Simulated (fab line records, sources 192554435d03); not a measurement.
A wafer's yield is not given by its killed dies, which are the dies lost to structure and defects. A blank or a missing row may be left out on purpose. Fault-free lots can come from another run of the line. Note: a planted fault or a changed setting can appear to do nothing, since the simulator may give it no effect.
Lot-split experiment || flow n5Finfet || 7 lots, 21 wafers read, on a route of 1938 steps

== THE SPLIT ITSELF ==
At N5_BEOL_M9_CMP_52 (polishes, stops on SiCOH lowk, t overpolish 7 s, target thk 140 nm), the setting downForcePsi was moved away from the recipe's 1 psi on 8 of the 21 wafers read, by +7.5% to +18.7%. This setting was run at the recipe's value on the other wafers.

The split's own step is where the reading is taken.

== THE READING ==
barrierFieldEndpointS, in s, at N5_BEOL_M9_CMP_52 (polishes, stops on SiCOH lowk, t overpolish 7 s, target thk 140 nm). Fault-free wafers of this fab line usually give 29.1 s, standard deviation 0.68 s.

{"wafer": "L078.4", "tool, chamber at the split": "cmp-03, 0", "downForcePsi as run, psi": 1, "against the recipe": "recipe", "barrierFieldEndpointS, s": 29.9, "against lot-mates on the recipe": "-"}
{"wafer": "L078.2", "tool, chamber at the split": "cmp-03, 1", "downForcePsi as run, psi": 1, "against the recipe": "recipe", "barrierFieldEndpointS, s": 28.3, "against lot-mates on the recipe": "-"}
{"wafer": "L078.6", "tool, chamber at the split": "cmp-03, 0", "downForcePsi as run, psi": 1, "against the recipe": "recipe", "barrierFieldEndpointS, s": 29.0, "against lot-mates on the recipe": "-"}
{"wafer": "L081.4", "tool, chamber at the split": "cmp-01, 0", "downForcePsi as run, psi": 1.174, "against the recipe": "+17.4%", "barrierFieldEndpointS, s": 25.2, "against lot-mates on the recipe": "no lot-mate on the recipe"}
{"wafer": "L081.2", "tool, chamber at the split": "cmp-01, 1", "downForcePsi as run, psi": 1.174, "against the recipe": "+17.4%", "barrierFieldEndpointS, s": 24.7, "against lot-mates on the recipe": "no lot-mate on the recipe"}
{"wafer": "L081.3", "tool, chamber at the split": "cmp-01, 2", "downForcePsi as run, psi": 1.174, "against the recipe": "+17.4%", "barrierFieldEndpointS, s": 24.7, "against lot-mates on the recipe": "no lot-mate on the recipe"}
{"wafer": "L083.2", "tool, chamber at the split": "cmp-02, 0", "downForcePsi as run, psi": 1, "against the recipe": "recipe", "barrierFieldEndpointS, s": 28.4, "against lot-mates on the recipe": "-"}
{"wafer": "L083.4", "tool, chamber at the split": "cmp-02, 2", "downForcePsi as run, psi": 1, "against the recipe": "recipe", "barrierFieldEndpointS, s": 29.1, "against lot-mates on the recipe": "-"}
{"wafer": "L083.5", "tool, chamber at the split": "cmp-02, 0", "downForcePsi as run, psi": 1, "against the recipe": "recipe", "barrierFieldEndpointS, s": 28.8, "against lot-mates on the recipe": "-"}
{"wafer": "L085.1", "tool, chamber at the split": "cmp-03, 0", "downForcePsi as run, psi": 1.075, "against the recipe": "+7.5%", "barrierFieldEndpointS, s": 27.3, "against lot-mates on the recipe": -1.2}
{"wafer": "L085.3", "tool, chamber at the split": "cmp-03, 2", "downForcePsi as run, psi": 1, "against the recipe": "recipe", "barrierFieldEndpointS, s": 28.8, "against lot-mates on the recipe": "-"}
{"wafer": "L085.2", "tool, chamber at the split": "cmp-03, 3", "downForcePsi as run, psi": 1, "against the recipe": "recipe", "barrierFieldEndpointS, s": 28.1, "against lot-mates on the recipe": "-"}
{"wafer": "L089.3", "tool, chamber at the split": "cmp-02, 2", "downForcePsi as run, psi": 1, "against the recipe": "recipe", "barrierFieldEndpointS, s": 29.5, "against lot-mates on the recipe": "-"}
{"wafer": "L089.1", "tool, chamber at the split": "cmp-02, 0", "downForcePsi as run, psi": 1, "against the recipe": "recipe", "barrierFieldEndpointS, s": 29.2, "against lot-mates on the recipe": "-"}
{"wafer": "L089.5", "tool, chamber at the split": "cmp-02, 1", "downForcePsi as run, psi": 1.187, "against the recipe": "+18.7%", "barrierFieldEndpointS, s": 25.1, "against lot-mates on the recipe": -4.2}
{"wafer": "L092.1", "tool, chamber at the split": "cmp-01, 0", "downForcePsi as run, psi": 1.177, "against the recipe": "+17.7%", "barrierFieldEndpointS, s": 24.9, "against lot-mates on the recipe": "no lot-mate on the recipe"}
{"wafer": "L092.3", "tool, chamber at the split": "cmp-01, 1", "downForcePsi as run, psi": 1.177, "against the recipe": "+17.7%", "barrierFieldEndpointS, s": 23.7, "against lot-mates on the recipe": "no lot-mate on the recipe"}
{"wafer": "L092.6", "tool, chamber at the split": "cmp-01, 0", "downForcePsi as run, psi": 1.177, "against the recipe": "+17.7%", "barrierFieldEndpointS, s": 23.9, "against lot-mates on the recipe": "no lot-mate on the recipe"}
{"wafer": "L095.3", "tool, chamber at the split": "cmp-03, 1", "downForcePsi as run, psi": 1, "against the recipe": "recipe", "barrierFieldEndpointS, s": 28.8, "against lot-mates on the recipe": "-"}
{"wafer": "L095.5", "tool, chamber at the split": "cmp-03, 1", "downForcePsi as run, psi": 1, "against the recipe": "recipe", "barrierFieldEndpointS, s": 29.0, "against lot-mates on the recipe": "-"}
{"wafer": "L095.6", "tool, chamber at the split": "cmp-03, 2", "downForcePsi as run, psi": 1, "against the recipe": "recipe", "barrierFieldEndpointS, s": 29.7, "against lot-mates on the recipe": "-"}

THE FIT
A straight line over all 21 wafers: barrierFieldEndpointS changes by -0.246 s for each +1% of downForcePsi; r = -0.97; the points scatter about the line by 0.54 s.
The same after taking each lot's own level away (the mean of its wafers on the recipe; 15 wafers): -0.218 s for each +1%; r = -0.93; scatter 0.44 s.
On that fit, the largest move of downForcePsi shifts the reading by 4.1 s.
The lots' own levels span 28.45 to 29.35 s, that is 1.3 times the standard deviation above.
So the slope is not independent of the lot-to-lot level: the two fits are not the same.
Check: with one of the wafers moved furthest among these (+18.7%) left out of the fit, the line predicts -2.87 s for it against its lot-mates. It came out at -4.25 s against them.
Tool readings at the split's step, against how far the setting was moved: barrierFieldEndpointS r = -0.97.

== FURTHER SPLITS ON THESE WAFERS ==
Note: prior to the reading, these wafers also went through further splits. Each is held against what the fit with the lots' levels taken away leaves over:
{"other split on the same wafers": "N5_BEOL_M4_EXPOSE_25 doseMj", "wafers away from the commonest value": 7, "r with barrierFieldEndpointS (lot level and that fit taken away)": -0.05}
{"other split on the same wafers": "N5_BEOL_M5_COAT_05 spinRpm", "wafers away from the commonest value": 9, "r with barrierFieldEndpointS (lot level and that fit taken away)": -0.29}
{"other split on the same wafers": "N5_BEOL_M7_ILD_DEP_00 timeS", "wafers away from the commonest value": 6, "r with barrierFieldEndpointS (lot level and that fit taken away)": -0.11}
{"other split on the same wafers": "N5_BEOL_M8_ILD_DEP_00 timeS", "wafers away from the commonest value": 9, "r with barrierFieldEndpointS (lot level and that fit taken away)": "+0.12"}
{"other split on the same wafers": "N5_BEOL_M8_COAT_59 spinRpm", "wafers away from the commonest value": 6, "r with barrierFieldEndpointS (lot level and that fit taken away)": "+0.01"}
{"other split on the same wafers": "N5_BEOL_M8_ETCH_65 sourceW", "wafers away from the commonest value": 8, "r with barrierFieldEndpointS (lot level and that fit taken away)": -0.05}

== THE FILE'S OWN FIT ==
barrierFieldEndpointS changes by -0.216 s for each +1% of downForcePsi, r = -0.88.
